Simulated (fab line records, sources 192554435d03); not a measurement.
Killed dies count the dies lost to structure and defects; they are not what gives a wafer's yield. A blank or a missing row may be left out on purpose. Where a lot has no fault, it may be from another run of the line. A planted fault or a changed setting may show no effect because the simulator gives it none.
Matching of chambers / flow n5Finfet / N5_BEOL_M11_ETCH_62 on rieDiel-05: 4 sister chambers
The step etches SOC in N2/H2, target depth 110 nm, overetch 22 nm, time 165 s. 4 wafers are shown with their chamber, then 8 later ones without.

WAFERS PAIRED WITH THEIR CHAMBERS
wafer=L082.3; chamber=1; showerheadPlenumPTorr (Torr)=2.34
wafer=L082.6; chamber=0; showerheadPlenumPTorr (Torr)=2.40
wafer=L087.1; chamber=2; showerheadPlenumPTorr (Torr)=2.59
wafer=L092.2; chamber=3; showerheadPlenumPTorr (Torr)=2.41

WAFERS MISSING THEIR CHAMBER
wafer=L092.4; showerheadPlenumPTorr (Torr)=2.59
wafer=L092.5; showerheadPlenumPTorr (Torr)=2.71
wafer=L096.1; showerheadPlenumPTorr (Torr)=2.59
wafer=L096.4; showerheadPlenumPTorr (Torr)=2.41
wafer=L096.5; showerheadPlenumPTorr (Torr)=2.59
wafer=L097.3; showerheadPlenumPTorr (Torr)=2.70
wafer=L097.4; showerheadPlenumPTorr (Torr)=2.41
wafer=L097.5; showerheadPlenumPTorr (Torr)=2.70

WHICH CHAMBER EACH WENT THROUGH
wafer=L092.4; from the rows above=2; in truth=2
wafer=L092.5; from the rows above=2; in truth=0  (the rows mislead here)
wafer=L096.1; from the rows above=2; in truth=2
wafer=L096.4; from the rows above=can't be placed: 3 or 0 or 1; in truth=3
wafer=L096.5; from the rows above=2; in truth=2
wafer=L097.3; from the rows above=2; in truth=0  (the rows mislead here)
wafer=L097.4; from the rows above=can't be placed: 3 or 0 or 1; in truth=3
wafer=L097.5; from the rows above=2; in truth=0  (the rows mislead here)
Correctly placed: 3 of 8. Unplaceable from these rows: 2, with the true chamber sitting among the candidates in 2. 3 placed wrongly.
How it was worked out, from the rows above alone: a wafer's distance from a chamber is the root of the sum, over the readings, of the square of ((its reading less the chamber's mean) divided by the reading's scatter). The wafer belongs to the nearest chamber; if the next one is less than 2 further off, it can't be placed. Each chamber's mean is taken over the wafers shown for it. The scatter: with one shown wafer a chamber, the root of the mean of the squares of how far each hidden wafer lies from its nearest shown one.
